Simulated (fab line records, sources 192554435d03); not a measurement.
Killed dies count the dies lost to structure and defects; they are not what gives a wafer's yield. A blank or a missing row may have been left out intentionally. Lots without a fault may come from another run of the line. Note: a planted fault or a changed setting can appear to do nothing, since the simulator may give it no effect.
Which tool did it? / flow n5Finfet / Sampling: 9 lots, 24 wafers, 5 of 1938 route steps

WHAT EACH GAUGE READ, for each wafer
N5_BEOL_M4_RC_MEAS_101. Usual: DIBL_N 37.2 mV/V, standard deviation 2.1; DIBL_P 37.3 mV/V, standard deviation 2.3; IOFF_N 0.18 nA/um, standard deviation 0.041; IOFF_P 0.24 nA/um, standard deviation 0.042; ION_N 680 uA/um, standard deviation 13; ION_P 466 uA/um, standard deviation 7.7; SS_N 71.8 mV/dec, standard deviation 0.68; SS_P 73.5 mV/dec, standard deviation 0.66; VT_N 249 mV, standard deviation 3.6; VT_P -248 mV, standard deviation 3.4.
lot=L118; measured=day 8 14:06; on=prober-01; DIBL_N (mV/V)=38.8 37.1 38.4; DIBL_P (mV/V)=39.0 37.3 38.6; IOFF_N (nA/um)=0.22 0.19 0.21; IOFF_P (nA/um)=0.26 0.22 0.25; ION_N (uA/um)=688 686 702; ION_P (uA/um)=462 463 467; SS_N (mV/dec)=72.4 72.2 72.2; SS_P (mV/dec)=73.5 73.2 73.4; VT_N (mV)=248 247 245; VT_P (mV)=-249 -251 -248; flag=
lot=L125; measured=day 10 12:20; on=prober-02; DIBL_N (mV/V)=35.3 33.3 36.0; DIBL_P (mV/V)=36.0 34.3 36.6; IOFF_N (nA/um)=0.16 0.13 0.18; IOFF_P (nA/um)=0.26 0.22 0.28; ION_N (uA/um)=686 670 686; ION_P (uA/um)=475 473 477; SS_N (mV/dec)=72.0 70.9 71.9; SS_P (mV/dec)=73.8 73.4 73.5; VT_N (mV)=249 250 249; VT_P (mV)=-244 -246 -240; flag=
lot=L127; measured=day 10 13:31; on=prober-01; DIBL_N (mV/V)=42.0 39.3 40.1; DIBL_P (mV/V)=39.8 37.0 38.6; IOFF_N (nA/um)=0.26 0.19 0.23; IOFF_P (nA/um)=0.28 0.23 0.26; ION_N (uA/um)=686 676 709; ION_P (uA/um)=462 457 480; SS_N (mV/dec)=72.7 72.1 72.5; SS_P (mV/dec)=74.2 74.4 74.3; VT_N (mV)=242 249 243; VT_P (mV)=-247 -248 -243; flag=
lot=L128; measured=day 11 22:16; on=prober-01; DIBL_N (mV/V)=42.6 39.3 40.7; DIBL_P (mV/V)=43.0 38.8 41.2; IOFF_N (nA/um)=0.30 0.20 0.24; IOFF_P (nA/um)=0.35 0.26 0.31; ION_N (uA/um)=715 678 700; ION_P (uA/um)=480 464 470; SS_N (mV/dec)=72.6 72.6 72.9; SS_P (mV/dec)=74.8 73.9 74.8; VT_N (mV)=241 249 244; VT_P (mV)=-246 -251 -248; flag=
lot=L130; measured=day 12 04:55; on=prober-01; DIBL_N (mV/V)=37.5 39.4 38.5; DIBL_P (mV/V)=36.8 39.0 37.9; IOFF_N (nA/um)=0.17 0.21 0.18; IOFF_P (nA/um)=0.22 0.24 0.23; ION_N (uA/um)=677 681 678; ION_P (uA/um)=468 469 466; SS_N (mV/dec)=71.5 72.1 72.5; SS_P (mV/dec)=73.2 74.9 73.8; VT_N (mV)=249 248 247; VT_P (mV)=-246 -247 -247; flag=
lot=L132; measured=day 12 07:14; on=prober-02; DIBL_N (mV/V)=34.8 36.9 35.8; DIBL_P (mV/V)=34.9 38.3 37.3; IOFF_N (nA/um)=0.13 0.16 0.15; IOFF_P (nA/um)=0.19 0.25 0.23; ION_N (uA/um)=678 687 685; ION_P (uA/um)=467 475 470; SS_N (mV/dec)=71.0 71.2 71.2; SS_P (mV/dec)=72.9 73.7 72.9; VT_N (mV)=255 251 252; VT_P (mV)=-248 -245 -249; flag=
lot=L133; measured=day 13 17:26; on=prober-01; DIBL_N (mV/V)=39.4 39.5; DIBL_P (mV/V)=40.3 40.7; IOFF_N (nA/um)=0.22 0.21; IOFF_P (nA/um)=0.30 0.31; ION_N (uA/um)=684 675; ION_P (uA/um)=479 470; SS_N (mV/dec)=73.5 72.4; SS_P (mV/dec)=74.3 74.2; VT_N (mV)=247 250; VT_P (mV)=-246 -244; flag=
lot=L138; measured=day 14 20:22; on=prober-01; DIBL_N (mV/V)=33.0 34.9; DIBL_P (mV/V)=34.6 36.7; IOFF_N (nA/um)=0.12 0.14; IOFF_P (nA/um)=0.19 0.23; ION_N (uA/um)=675 666; ION_P (uA/um)=472 466; SS_N (mV/dec)=70.5 71.6; SS_P (mV/dec)=72.3 72.7; VT_N (mV)=250 252; VT_P (mV)=-252 -248; flag=
lot=L139; measured=day 15 00:02; on=prober-02; DIBL_N (mV/V)=37.5 38.1; DIBL_P (mV/V)=36.9 37.8; IOFF_N (nA/um)=0.18 0.20; IOFF_P (nA/um)=0.25 0.27; ION_N (uA/um)=675 677; ION_P (uA/um)=466 463; SS_N (mV/dec)=72.0 72.2; SS_P (mV/dec)=73.6 74.2; VT_N (mV)=251 248; VT_P (mV)=-249 -245; flag=

N5_BEOL_M11_OCD_MEAS_38. Usual: trenchDepthNm reads 148.5 nm (standard deviation 2.9).
lot=L118; measured=day 11 06:05; on=ocd-02; trenchDepthNm (nm)=151.6 151.7 147.0; flag=
lot=L125; measured=day 13 01:06; on=ocd-02; trenchDepthNm (nm)=144.2 152.4 144.6; flag=
lot=L127; measured=day 13 12:22; on=ocd-01; trenchDepthNm (nm)=149.7 147.9 150.2; flag=
lot=L128; measured=day 14 20:07; on=ocd-02; trenchDepthNm (nm)=0 0 0; flag=OFF
lot=L130; measured=day 14 19:45; on=ocd-01; trenchDepthNm (nm)=0.2 0 0.0; flag=OFF
lot=L132; measured=day 15 01:11; on=ocd-01; trenchDepthNm (nm)=0.3 0 0; flag=OFF
lot=L133; measured=day 16 08:37; on=ocd-02; trenchDepthNm (nm)=152.2 146.4; flag=
lot=L138; measured=day 17 15:15; on=ocd-01; trenchDepthNm (nm)=146.7 150.9; flag=
lot=L139; measured=day 17 18:04; on=ocd-02; trenchDepthNm (nm)=146.2 147.7; flag=

TOOL THAT RAN EACH LOT (tool first, then ch and the chambers of the sampled wafers, then the start)
lot=L118; N5_BEOL_M11_STRIP_67=rieDiel-03 ch 0,1, day 11 03:24; N5_BEOL_M11_TRENCH_ETCH_37=rieDiel-02 ch 2,3, day 11 05:55; N5_BEOL_M11_ETCH_41=rieDiel-02 ch 2,3, day 11 06:05 or earlier
lot=L125; N5_BEOL_M11_STRIP_67=rieDiel-03 ch 1,2, day 12 22:31; N5_BEOL_M11_TRENCH_ETCH_37=rieDiel-02 ch 0,3, day 13 00:55; N5_BEOL_M11_ETCH_41=rieDiel-02 ch 0,3, day 13 01:06 or earlier
lot=L127; N5_BEOL_M11_STRIP_67=rieDiel-01 ch 0,1,3, day 13 10:10; N5_BEOL_M11_TRENCH_ETCH_37=rieDiel-02 ch 1,2, day 13 12:10; N5_BEOL_M11_ETCH_41=rieDiel-02 ch 1,2, day 13 12:22 or earlier
lot=L128; N5_BEOL_M11_STRIP_67=rieDiel-02 ch 0,3, day 14 18:01; N5_BEOL_M11_TRENCH_ETCH_37=rieDiel-03 ch 0,2,3, day 14 19:55; N5_BEOL_M11_ETCH_41=rieDiel-03 ch 0,2,3, day 14 20:07 or earlier
lot=L130; N5_BEOL_M11_STRIP_67=rieDiel-02 ch 0,3, day 14 17:26; N5_BEOL_M11_TRENCH_ETCH_37=rieDiel-01 ch 0,1,3, day 14 19:34; N5_BEOL_M11_ETCH_41=rieDiel-01 ch 0,1,3, day 14 19:45 or earlier
lot=L132; N5_BEOL_M11_STRIP_67=rieDiel-03 ch 0,1, day 14 23:49; N5_BEOL_M11_TRENCH_ETCH_37=rieDiel-02 ch 2,3, day 15 01:00; N5_BEOL_M11_ETCH_41=rieDiel-02 ch 2,3, day 15 01:11 or earlier
lot=L133; N5_BEOL_M11_STRIP_67=rieDiel-01 ch 2,3, day 16 07:22; N5_BEOL_M11_TRENCH_ETCH_37=rieDiel-01 ch 0,3, day 16 08:26; N5_BEOL_M11_ETCH_41=rieDiel-01 ch 0,3, day 16 08:37 or earlier
lot=L138; N5_BEOL_M11_STRIP_67=rieDiel-03 ch 2,3, day 17 09:47; N5_BEOL_M11_TRENCH_ETCH_37=rieDiel-03 ch 0,3, day 17 15:04; N5_BEOL_M11_ETCH_41=rieDiel-03 ch 0,3, day 17 15:15 or earlier
lot=L139; N5_BEOL_M11_STRIP_67=rieDiel-02 ch 0,1, day 17 10:01; N5_BEOL_M11_TRENCH_ETCH_37=rieDiel-03 ch 1,2, day 17 17:53; N5_BEOL_M11_ETCH_41=rieDiel-03 ch 1,2, day 17 18:04 or earlier
- N5_BEOL_M11_STRIP_67: strips in CF4.
- N5_BEOL_M11_TRENCH_ETCH_37: etches SiCOH lowk in C4F6/O2, target depth 148.83 nm, time 48 s.
- N5_BEOL_M11_ETCH_41: etches SiCN in CH3F/O2, target depth 42.6 nm, time 86 s.

WHAT THE TOOLS THEMSELVES READ (means of the sampled wafers that have a number; where no wafer has one, the mark that the record gives instead)
N5_BEOL_M11_STRIP_67. Usual: drypumpMotorCurrentA 5.9 A, standard deviation 0.5; oesProductAu 0.80 a.u., standard deviation 0.085; powerW 299.9 W, standard deviation 0.81; rfVppV 271.1 V, standard deviation 1.5; showerheadPlenumPTorr 1.79 Torr, standard deviation 0.06; throttleValvePct 13.53 %, standard deviation 0.29.
lot=L118; tool=rieDiel-03; drypumpMotorCurrentA (A)=5.3; oesProductAu (a.u.)=0.75; powerW (W)=298.6; rfVppV (V)=272.2; showerheadPlenumPTorr (Torr)=1.81; throttleValvePct (%)=13.62; flag=
lot=L125; tool=rieDiel-03; drypumpMotorCurrentA (A)=6.0; oesProductAu (a.u.)=0.71; powerW (W)=299.9; rfVppV (V)=272.5; showerheadPlenumPTorr (Torr)=1.83; throttleValvePct (%)=13.92; flag=
lot=L127; tool=rieDiel-01; drypumpMotorCurrentA (A)=5.9; oesProductAu (a.u.)=0.84; powerW (W)=300.7; rfVppV (V)=271.6; showerheadPlenumPTorr (Torr)=1.82; throttleValvePct (%)=13.28; flag=
lot=L128; tool=rieDiel-02; drypumpMotorCurrentA (A)=5.8; oesProductAu (a.u.)=0.88; powerW (W)=299.5; rfVppV (V)=271.7; showerheadPlenumPTorr (Torr)=1.79; throttleValvePct (%)=13.28; flag=
lot=L130; tool=rieDiel-02; drypumpMotorCurrentA (A)=5.8; oesProductAu (a.u.)=0.88; powerW (W)=300.4; rfVppV (V)=270.6; showerheadPlenumPTorr (Torr)=1.79; throttleValvePct (%)=13.29; flag=
lot=L132; tool=rieDiel-03; drypumpMotorCurrentA (A)=5.6; oesProductAu (a.u.)=0.72; powerW (W)=299.6; rfVppV (V)=271.0; showerheadPlenumPTorr (Torr)=1.83; throttleValvePct (%)=13.91; flag=
lot=L133; tool=rieDiel-01; drypumpMotorCurrentA (A)=5.5; oesProductAu (a.u.)=0.81; powerW (W)=300.1; rfVppV (V)=270.9; showerheadPlenumPTorr (Torr)=1.79; throttleValvePct (%)=13.37; flag=
lot=L138; tool=rieDiel-03; drypumpMotorCurrentA (A)=6.2; oesProductAu (a.u.)=0.75; powerW (W)=299.8; rfVppV (V)=270.7; showerheadPlenumPTorr (Torr)=1.79; throttleValvePct (%)=13.48; flag=
lot=L139; tool=rieDiel-02; drypumpMotorCurrentA (A)=5.4; oesProductAu (a.u.)=0.89; powerW (W)=301.2; rfVppV (V)=272.1; showerheadPlenumPTorr (Torr)=1.81; throttleValvePct (%)=13.37; flag=

N5_BEOL_M11_TRENCH_ETCH_37. Usual: C4F6_flow_sccm 10.00 sccm, standard deviation 0.033; O2_flow_sccm 10.00 sccm, standard deviation 0.035; drypumpMotorCurrentA 5.9 A, standard deviation 0.52; oes_f_703_au 0.78 a.u., standard deviation 0.088; oesProductAu 0.78 a.u., standard deviation 0.096; rfFwdPowerW 341.5 W, standard deviation 1.4; rfVppV 659 V, standard deviation 11; showerheadPlenumPTorr 2.83 Torr, standard deviation 0.088; throttleValvePct 20.98 %, standard deviation 0.29.
lot=L118; tool=rieDiel-02; C4F6_flow_sccm (sccm)=10.02; O2_flow_sccm (sccm)=10.03; drypumpMotorCurrentA (A)=6.3; oes_f_703_au (a.u.)=0.83; oesProductAu (a.u.)=0.85; rfFwdPowerW (W)=343.4; rfVppV (V)=664; showerheadPlenumPTorr (Torr)=2.77; throttleValvePct (%)=21.02; flag=
lot=L125; tool=rieDiel-02; C4F6_flow_sccm (sccm)=9.98; O2_flow_sccm (sccm)=10.00; drypumpMotorCurrentA (A)=6.0; oes_f_703_au (a.u.)=0.74; oesProductAu (a.u.)=0.73; rfFwdPowerW (W)=340.6; rfVppV (V)=666; showerheadPlenumPTorr (Torr)=2.74; throttleValvePct (%)=21.05; flag=
lot=L127; tool=rieDiel-02; C4F6_flow_sccm (sccm)=9.99; O2_flow_sccm (sccm)=10.00; drypumpMotorCurrentA (A)=6.0; oes_f_703_au (a.u.)=0.81; oesProductAu (a.u.)=0.83; rfFwdPowerW (W)=342.6; rfVppV (V)=655; showerheadPlenumPTorr (Torr)=2.76; throttleValvePct (%)=21.14; flag=
lot=L128; tool=rieDiel-03; C4F6_flow_sccm (sccm)=-; O2_flow_sccm (sccm)=-; drypumpMotorCurrentA (A)=-; oes_f_703_au (a.u.)=-; oesProductAu (a.u.)=-; rfFwdPowerW (W)=-; rfVppV (V)=-; showerheadPlenumPTorr (Torr)=-; throttleValvePct (%)=-; flag=OFF
lot=L130; tool=rieDiel-01; C4F6_flow_sccm (sccm)=-; O2_flow_sccm (sccm)=-; drypumpMotorCurrentA (A)=-; oes_f_703_au (a.u.)=-; oesProductAu (a.u.)=-; rfFwdPowerW (W)=-; rfVppV (V)=-; showerheadPlenumPTorr (Torr)=-; throttleValvePct (%)=-; flag=OFF
lot=L132; tool=rieDiel-02; C4F6_flow_sccm (sccm)=-; O2_flow_sccm (sccm)=-; drypumpMotorCurrentA (A)=-; oes_f_703_au (a.u.)=-; oesProductAu (a.u.)=-; rfFwdPowerW (W)=-; rfVppV (V)=-; showerheadPlenumPTorr (Torr)=-; throttleValvePct (%)=-; flag=OFF
lot=L133; tool=rieDiel-01; C4F6_flow_sccm (sccm)=10.00; O2_flow_sccm (sccm)=10.00; drypumpMotorCurrentA (A)=6.0; oes_f_703_au (a.u.)=0.81; oesProductAu (a.u.)=0.80; rfFwdPowerW (W)=342.1; rfVppV (V)=667; showerheadPlenumPTorr (Torr)=2.81; throttleValvePct (%)=20.64; flag=
lot=L138; tool=rieDiel-03; C4F6_flow_sccm (sccm)=9.98; O2_flow_sccm (sccm)=9.96; drypumpMotorCurrentA (A)=5.8; oes_f_703_au (a.u.)=0.77; oesProductAu (a.u.)=0.77; rfFwdPowerW (W)=343.1; rfVppV (V)=658; showerheadPlenumPTorr (Torr)=2.86; throttleValvePct (%)=20.81; flag=
lot=L139; tool=rieDiel-03; C4F6_flow_sccm (sccm)=9.98; O2_flow_sccm (sccm)=10.00; drypumpMotorCurrentA (A)=5.9; oes_f_703_au (a.u.)=0.70; oesProductAu (a.u.)=0.69; rfFwdPowerW (W)=343.8; rfVppV (V)=652; showerheadPlenumPTorr (Torr)=2.87; throttleValvePct (%)=21.17; flag=

N5_BEOL_M11_ETCH_41. Usual: CH3F_flow_sccm 30.01 sccm, standard deviation 0.084; O2_flow_sccm 20.00 sccm, standard deviation 0.055; drypumpMotorCurrentA 5.9 A, standard deviation 0.52; oesProductAu 0.78 a.u., standard deviation 0.097; rfFwdPowerW 392.6 W, standard deviation 1.1; rfVppV 297.1 V, standard deviation 1.6; showerheadPlenumPTorr 1.99 Torr, standard deviation 0.065; throttleValvePct 16.36 %, standard deviation 0.29.
lot=L118; tool=rieDiel-02; CH3F_flow_sccm (sccm)=30.04; O2_flow_sccm (sccm)=20.02; drypumpMotorCurrentA (A)=6.3; oesProductAu (a.u.)=0.84; rfFwdPowerW (W)=393.4; rfVppV (V)=296.7; showerheadPlenumPTorr (Torr)=1.94; throttleValvePct (%)=16.37; flag=
lot=L125; tool=rieDiel-02; CH3F_flow_sccm (sccm)=29.99; O2_flow_sccm (sccm)=19.99; drypumpMotorCurrentA (A)=6.0; oesProductAu (a.u.)=0.74; rfFwdPowerW (W)=392.0; rfVppV (V)=296.1; showerheadPlenumPTorr (Torr)=1.92; throttleValvePct (%)=16.43; flag=
lot=L127; tool=rieDiel-02; CH3F_flow_sccm (sccm)=30.07; O2_flow_sccm (sccm)=20.02; drypumpMotorCurrentA (A)=6.1; oesProductAu (a.u.)=0.82; rfFwdPowerW (W)=391.8; rfVppV (V)=295.5; showerheadPlenumPTorr (Torr)=1.94; throttleValvePct (%)=16.48; flag=
lot=L128; tool=rieDiel-03; CH3F_flow_sccm (sccm)=30.01; O2_flow_sccm (sccm)=19.99; drypumpMotorCurrentA (A)=5.8; oesProductAu (a.u.)=0.75; rfFwdPowerW (W)=393.1; rfVppV (V)=297.0; showerheadPlenumPTorr (Torr)=2.01; throttleValvePct (%)=16.20; flag=
lot=L130; tool=rieDiel-01; CH3F_flow_sccm (sccm)=29.97; O2_flow_sccm (sccm)=20.05; drypumpMotorCurrentA (A)=5.9; oesProductAu (a.u.)=0.82; rfFwdPowerW (W)=392.3; rfVppV (V)=297.2; showerheadPlenumPTorr (Torr)=2.02; throttleValvePct (%)=15.97; flag=
lot=L132; tool=rieDiel-02; CH3F_flow_sccm (sccm)=29.98; O2_flow_sccm (sccm)=19.92; drypumpMotorCurrentA (A)=6.3; oesProductAu (a.u.)=0.90; rfFwdPowerW (W)=392.4; rfVppV (V)=296.9; showerheadPlenumPTorr (Torr)=2.02; throttleValvePct (%)=16.25; flag=
lot=L133; tool=rieDiel-01; CH3F_flow_sccm (sccm)=30.01; O2_flow_sccm (sccm)=20.02; drypumpMotorCurrentA (A)=6.0; oesProductAu (a.u.)=0.80; rfFwdPowerW (W)=391.4; rfVppV (V)=297.4; showerheadPlenumPTorr (Torr)=1.96; throttleValvePct (%)=16.05; flag=
lot=L138; tool=rieDiel-03; CH3F_flow_sccm (sccm)=29.95; O2_flow_sccm (sccm)=19.98; drypumpMotorCurrentA (A)=5.8; oesProductAu (a.u.)=0.77; rfFwdPowerW (W)=392.8; rfVppV (V)=297.7; showerheadPlenumPTorr (Torr)=2.01; throttleValvePct (%)=16.20; flag=
lot=L139; tool=rieDiel-03; CH3F_flow_sccm (sccm)=29.98; O2_flow_sccm (sccm)=19.98; drypumpMotorCurrentA (A)=5.9; oesProductAu (a.u.)=0.68; rfFwdPowerW (W)=394.0; rfVppV (V)=297.9; showerheadPlenumPTorr (Torr)=2.02; throttleValvePct (%)=16.59; flag=

THE ANSWER, worked out from the rows above alone
Rule: take the mean of a lot's wafers that have a number; if it is more than 3 standard deviations from the usual mean, the lot is off. A lot without any number at a reading at which 4 lots or more have one is off too. The other lots that the step has rows for count as sound. The gauges are gone through in route order, then the tools' own readings, and for those a lot's mean is taken as printed above. At the first step where some lot is off, the reading lying furthest off is the one used; lots without a number count as furthest.
Off at N5_BEOL_M11_OCD_MEAS_38 (trenchDepthNm): L128, L130, L132.
If a tool, at a process step before that reading, ran all the lots that are off and no sound lot after the first of them, it fits. The gauges at N5_BEOL_M11_OCD_MEAS_38 aren't tried: what is off there is off at N5_BEOL_M11_TRENCH_ETCH_37 too, on other tools, and a gauge's error can't cause that. Because N5_BEOL_M11_ETCH_41 lacks a start for some lots, the hours and order of its lots are taken from N5_BEOL_M11_OCD_MEAS_38. No candidate that was tried fits.

WHAT THE SIMULATOR HAD INSERTED
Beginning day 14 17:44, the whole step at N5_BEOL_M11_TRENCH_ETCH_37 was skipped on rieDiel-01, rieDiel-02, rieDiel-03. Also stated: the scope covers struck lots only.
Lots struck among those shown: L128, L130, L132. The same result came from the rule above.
